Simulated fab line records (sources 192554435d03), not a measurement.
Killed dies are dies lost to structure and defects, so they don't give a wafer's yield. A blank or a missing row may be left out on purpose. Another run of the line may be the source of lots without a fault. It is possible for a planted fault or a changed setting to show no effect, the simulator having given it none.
fab line records -- flow n5Finfet -- part 2 of 2: steps 21 to 30 of 30
[record] lots = 5, wafers = 15, lastDay = 17
route steps=1938 shown BEOL_M0_SAQP@679 BEOL_M0_CUTY@701
lots with no fault: from the same line, run without faults
startH: start of the lot's first displayed wafer, in hours after the record's first day -- waitH: hours from the lot's prior step to this one -- " same as the row above -- L1.1+2: one row covering several wafers at once -- - no value present, or no start provided -- * or withheld: withheld -- < > ~ a bound
route shown NAME@n: a module of which the file shows steps, and the number in the route of the first -- usual: mean and standard deviation over wafers with no fault -- same: alike in all rows -- chamber/n: place in a boat -- sites: the reading at each site -- _std_site: how widely they spread, as a standard deviation -- _edge_site: mean of outer sites minus mean of inner sites -- radiusMm: how far each site lies from the wafer's centre -- mask NAME#n: copy n -- behind: the most recent tool/chamber to have shaped the wafer -- hold: the reason the lot was held/the length of the hold in hours/how it ended -- device: the transistor (n, p or np) that didn't switch -- end of line: the route-end tests of the same wafers -- a step with no rows: only its recipe -- killed: at the first sort, the dies lost to defects and structure; wafer yield is something else -- map: per-die view of a wafer (x killed, . not killed, _ where there is no die)
set.NAME: setting as actually run; set.NAME@STEP: the setting as run at that earlier step -- model.NAME: the simulator's own value behind a step, which no gauge read
a table for each step, a row for each wafer; lots at some steps of the route
services: from which hour (startH, from the record's first day; less than 0 if before it) a tool's chamber was out of use, for how many hours, and why
[[steps]]
[step N5_BEOL_M0_SAQP_ETCH_49]
[recipe] chemistry = CF4/O2, targetDepthA = 370, target = SiO2, pressureMtorr = 40, sourceW = 535, biasW = 49, Ar_flow_sccm = 100, cf4FlowSccm = 100, O2_flow_sccm = 10, ionEnergyEv = 100
[usual] drypumpMotorCurrentA = 6.0/0.56, oesProductAu = 0.80/0.08, rfFwdPowerW = 532.7/1.7, rfVppV = 239/7.6, showerheadPlenumPTorr = 2.20/0.064, throttleValvePct = 15.75/0.21
lot.wafer,tool,chamber,startH,waitH,drypumpMotorCurrentA,oesProductAu,rfFwdPowerW,rfHoursCounterH,rfVppV,showerheadPlenumPTorr,throttleValvePct
L075.1,rieDiel-01,0,122.71,0.3,5.1,0.93,534.2,18,243,2.16,15.41
L075.3,rieDiel-01,2,122.71,0.3,6.8,0.81,533.0,107,242,2.14,15.48
L075.4,rieDiel-01,1,122.71,0.3,6.4,0.92,531.8,24,228,2.25,15.84
L077.1,rieDiel-02,3,133.87,0.3,6.0,0.73,534.1,161,246,2.21,16.20
L077.3,rieDiel-02,0,133.87,0.3,5.5,0.69,531.1,235,228,2.24,16.08
L077.5,rieDiel-02,0,133.87,0.3,5.5,0.70,529.7,-,228,2.24,16.07
L081.2,rieDiel-02,3,153.85,0.3,5.9,0.72,531.5,168,246,2.21,16.20
L081.3,rieDiel-02,0,153.85,0.3,5.5,0.70,531.7,242,228,2.24,16.08
L081.6,rieDiel-02,1,153.85,0.3,5.4,0.76,532.1,-,238,2.20,15.82
L091.1,rieDiel-02,0,215.47,0.3,5.6,0.94,531.0,8,227,2.23,15.63
L091.3,rieDiel-02,2,215.47,0.3,6.2,0.88,533.7,30,236,2.34,15.65
L091.4,rieDiel-02,3,215.47,0.3,6.0,0.70,531.1,189,246,2.20,16.25
L097.1,rieDiel-01,1,251.30,0.3,6.4,0.85,535.3,65,230,2.23,15.91
L097.2,rieDiel-01,3,251.30,0.3,6.2,0.72,531.1,201,235,2.18,15.63
L097.5,rieDiel-01,2,251.30,0.3,6.8,0.77,530.9,-,243,2.13,15.58
[step N5_BEOL_M0_SAQP_STRIP_75]
[recipe] chemistry = CF4, resist = SiARC, powerW = 300, biasPowerW = 75, pressureMtorr = 50, cf4FlowSccm = 150, rfFrequencyHz = 6e+07
[usual] drypumpMotorCurrentA = 6.0/0.56, oesProductAu = 0.184/0.018, rfFwdPowerW = 294.5/1.6, rfVppV = 271.2/1.4, showerheadPlenumPTorr = 1.79/0.047, throttleValvePct = 13.50/0.2
lot.wafer,tool,chamber,startH,waitH,drypumpMotorCurrentA,oesProductAu,rfFwdPowerW,rfHoursCounterH,rfVppV,showerheadPlenumPTorr,throttleValvePct
L075.1,rieDiel-01,0,122.81,0.1,5.1,0.205,293.0,18,270.9,1.77,13.18
L075.3,rieDiel-01,2,122.81,0.1,6.8,0.184,294.2,107,271.7,1.76,13.29
L075.4,rieDiel-01,1,122.81,0.1,6.3,0.207,292.3,24,271.7,1.81,13.44
L077.1,rieDiel-02,3,133.97,0.1,6.0,0.170,296.8,161,271.1,1.81,13.94
L077.3,rieDiel-02,0,133.97,0.1,5.5,0.153,294.1,235,272.4,1.81,13.81
L077.5,rieDiel-02,0,133.97,0.1,5.5,0.158,294.2,-,271.9,1.81,13.80
L081.2,rieDiel-02,3,153.95,0.1,6.0,0.167,296.8,168,270.5,1.81,13.97
L081.3,rieDiel-02,0,153.95,0.1,5.6,0.163,293.5,242,271.1,1.81,13.84
L081.6,rieDiel-02,1,153.95,0.1,5.3,0.168,295.1,-,273.3,1.79,13.57
L091.1,rieDiel-02,0,215.57,0.1,5.5,0.218,292.9,8,272.4,1.80,13.29
L091.3,rieDiel-02,2,215.57,0.1,6.2,0.201,293.3,30,274.3,1.91,13.38
L091.4,rieDiel-02,3,215.57,0.1,6.0,0.162,295.9,189,270.4,1.80,14.01
L097.1,rieDiel-01,1,251.40,0.1,6.3,0.195,294.4,65,271.5,1.80,13.55
L097.2,rieDiel-01,3,251.40,0.1,6.3,0.166,294.9,201,270.8,1.77,13.43
L097.5,rieDiel-01,2,251.40,0.1,6.8,0.175,294.7,-,268.3,1.75,13.39
[step N5_BEOL_M0_CUTY_COAT_50]
[recipe] resist = SiARC, tempC = 220, timeS = 60, spinRpm = 1500, resistThkNm = 15
[usual] heaterPowerTotalW = 427.4/2.1
lot.wafer,tool,chamber,startH,waitH,heaterPowerTotalW
L075.1,lithoTrack-03,0,122.86,0.0,425.4
L075.3,lithoTrack-03,0,122.86,0.0,424.3
L075.4,lithoTrack-03,0,122.86,0.0,427.2
L077.1,lithoTrack-01,0,134.01,0.0,426.6
L077.3,lithoTrack-01,0,134.01,0.0,425.8
L077.5,lithoTrack-01,0,134.01,0.0,430.4
L081.2,lithoTrack-03,0,154.00,0.0,428.8
L081.3,lithoTrack-03,0,154.00,0.0,426.4
L081.6,lithoTrack-03,0,154.00,0.0,429.8
L091.1,lithoTrack-01,0,215.61,0.0,426.7
L091.3,lithoTrack-01,0,215.61,0.0,425.0
L091.4,lithoTrack-01,0,215.61,0.0,428.1
L097.1,lithoTrack-03,0,251.44,0.0,424.1
L097.2,lithoTrack-03,0,251.44,0.0,426.3
L097.5,lithoTrack-03,0,251.44,0.0,429.5
[step N5_BEOL_M0_CUTY_COAT_51]
[recipe] resist = CAR-ArF-block, spinRpm = 1500, resistThkNm = 150
lot.wafer,tool,chamber,startH,waitH
L075.1+3+4,lithoTrack-03,0,-,-
L077.1+3+5,lithoTrack-01,0,-,-
L081.2+3+6,lithoTrack-03,0,-,-
L091.1+3+4,lithoTrack-01,0,-,-
L097.1+2+5,lithoTrack-03,0,-,-
[step N5_BEOL_M0_CUTY_EBR_52]
[recipe] solvent = PGMEA, ebrWidthMm = 1.5
lot.wafer,tool,chamber,startH,waitH
L075.1+3+4,lithoTrack-03,0,-,-
L077.1+3+5,lithoTrack-01,0,-,-
L081.2+3+6,lithoTrack-03,0,-,-
L091.1+3+4,lithoTrack-01,0,-,-
L097.1+2+5,lithoTrack-03,0,-,-
[step N5_BEOL_M0_CUTY_SOFTBAKE_53]
[recipe] tempC = 110, timeS = 60, resist = CAR-ArF-block
[usual] heaterPowerTotalW = 175.3/1.6
lot.wafer,tool,chamber,startH,waitH,heaterPowerTotalW
L075.1,lithoTrack-03,0,-,-,175.5
L075.3,lithoTrack-03,0,-,-,175.9
L075.4,lithoTrack-03,0,-,-,173.0
L077.1,lithoTrack-01,0,-,-,174.9
L077.3,lithoTrack-01,0,-,-,173.0
L077.5,lithoTrack-01,0,-,-,175.1
L081.2,lithoTrack-03,0,-,-,175.2
L081.3,lithoTrack-03,0,-,-,174.5
L081.6,lithoTrack-03,0,-,-,176.8
L091.1,lithoTrack-01,0,-,-,176.3
L091.3,lithoTrack-01,0,-,-,176.8
L091.4,lithoTrack-01,0,-,-,174.6
L097.1,lithoTrack-03,0,-,-,174.6
L097.2,lithoTrack-03,0,-,-,177.3
L097.5,lithoTrack-03,0,-,-,176.7
[step N5_BEOL_M0_CUTY_EXPOSE_54]
[recipe] maskId = M0_ABLK, na = 1.35, sourceShape = conventional, sigmaOuter = 0.8, polarization = unpolarized, doseMj = 36
[usual] exposureDoseMJCm2 = 35.98/0.035
lot.wafer,tool,chamber,startH,waitH,mask,exposureDoseMJCm2
L075.1,arfiScanner-01,0,123.08,-,M0_ABLK#0,35.97
L075.3,arfiScanner-01,0,123.08,-,M0_ABLK#0,36.02
L075.4,arfiScanner-01,0,123.08,-,M0_ABLK#0,35.96
L077.1,arfiScanner-02,0,134.24,-,M0_ABLK#0,35.98
L077.3,arfiScanner-02,0,134.24,-,M0_ABLK#0,35.94
L077.5,arfiScanner-02,0,134.24,-,M0_ABLK#0,35.99
L081.2,arfiScanner-02,0,154.23,-,M0_ABLK#0,36.03
L081.3,arfiScanner-02,0,154.23,-,M0_ABLK#0,36.03
L081.6,arfiScanner-02,0,154.23,-,M0_ABLK#0,35.98
L091.1,arfiScanner-03,0,215.84,-,M0_ABLK#0,35.94
L091.3,arfiScanner-03,0,215.84,-,M0_ABLK#0,36.01
L091.4,arfiScanner-03,0,215.84,-,M0_ABLK#0,36.01
L097.1,arfiScanner-02,0,251.67,-,M0_ABLK#0,36.02
L097.2,arfiScanner-02,0,251.67,-,M0_ABLK#0,35.99
L097.5,arfiScanner-02,0,251.67,-,M0_ABLK#0,35.97
[step N5_BEOL_M0_CUTY_PEB_55]
[recipe] pebTempC = 110, pebTimeS = 60, resist = CAR-ArF-block
[usual] heaterPowerTotalW = 175.3/1.6
lot.wafer,tool,chamber,startH,waitH,heaterPowerTotalW
L075.1,lithoTrack-02,0,123.14,0.1,177.4
L075.3,lithoTrack-02,0,123.14,0.1,176.9
L075.4,lithoTrack-02,0,123.14,0.1,173.3
L077.1,lithoTrack-01,0,134.29,0.1,173.2
L077.3,lithoTrack-01,0,134.29,0.1,175.6
L077.5,lithoTrack-01,0,134.29,0.1,173.4
L081.2,lithoTrack-03,0,154.28,0.0,174.2
L081.3,lithoTrack-03,0,154.28,0.0,173.2
L081.6,lithoTrack-03,0,154.28,0.0,175.0
L091.1,lithoTrack-01,0,215.89,0.1,177.5
L091.3,lithoTrack-01,0,215.89,0.1,173.0
L091.4,lithoTrack-01,0,215.89,0.1,176.7
L097.1,lithoTrack-03,0,251.72,0.1,173.7
L097.2,lithoTrack-03,0,251.72,0.1,174.5
L097.5,lithoTrack-03,0,251.72,0.1,177.2
[step N5_BEOL_M0_CUTY_DEVELOP_56]
[recipe] developTimeS = 30, developer = TMAH, resist = CAR-ArF-block, rinseLiquid = diw, dry = airSpin, devTempC = 23
lot.wafer,tool,chamber,startH,waitH
L075.1+3+4,lithoTrack-02,0,-,-
L077.1+3+5,lithoTrack-01,0,-,-
L081.2+3+6,lithoTrack-03,0,-,-
L091.1+3+4,lithoTrack-01,0,-,-
L097.1+2+5,lithoTrack-03,0,-,-
[step N5_BEOL_M0_CUTY_CD_MEAS_57]
[recipe] targetCdNm = 200, landingEnergyEv = 500, detector = seInlens, polarity = line
[usual] cdNm = 200.3/1.1
[same] landingEnergyEv = 500
lot.wafer,tool,chamber,startH,waitH,cdNm
L075.1,cdSem-03,0,123.21,-,197.0
L075.3,cdSem-03,0,123.21,-,199.1
L075.4,cdSem-03,0,123.21,-,198.4
L077.1,cdSem-03,0,134.36,-,200.5
L077.3,cdSem-03,0,134.36,-,201.4
L077.5,cdSem-03,0,134.36,-,200.6
L081.2,cdSem-02,0,154.35,-,200.3
L081.3,cdSem-02,0,154.35,-,201.6
L081.6,cdSem-02,0,154.35,-,199.3
L091.1,cdSem-02,0,215.96,-,198.9
L091.3,cdSem-02,0,215.96,-,199.1
L091.4,cdSem-02,0,215.96,-,199.1
L097.1,cdSem-03,0,251.79,-,201.2
L097.2,cdSem-03,0,251.79,-,201.6
L097.5,cdSem-03,0,251.79,-,201.7
[[services]]
tool,chamber,startH,hours,kind
arfiScanner-02,-,99.12,3.1,pm
aldSin-01,-,99.25,14.6,pm
euvScanner-02,-,99.87,1.0,pm
arfiScanner-03,-,103.23,0.5,repair
rieDiel-04,2,114.20,1.9,repair
arfiScanner-03,-,122.76,1.3,pm
arfiScanner-01,-,129.51,1.0,pm
rieDiel-04,-,131.63,0.8,repair
rieDiel-04,0,132.51,11.9,repair
arfiScanner-03,-,138.26,4.9,pm
euvScanner-02,-,156.02,1.0,pm
rieDiel-02,1,156.55,15.9,repair
euvScanner-02,-,158.71,1.2,repair
rieDiel-01,3,165.35,3.0,repair
aldSin-02,-,176.82,14.0,pm
arfiScanner-02,-,177.79,1.0,pm
aldSin-02,-,192.50,2.8,pm
arfiScanner-02,-,197.92,1.0,pm
arfiScanner-02,-,199.33,3.9,pm
arfiScanner-02,-,212.02,4.9,pm
euvScanner-02,-,212.17,1.0,pm
rieDiel-01,2,220.07,16.1,repair
euvScanner-02,-,230.46,4.6,pm
arfiScanner-02,-,246.11,2.1,repair
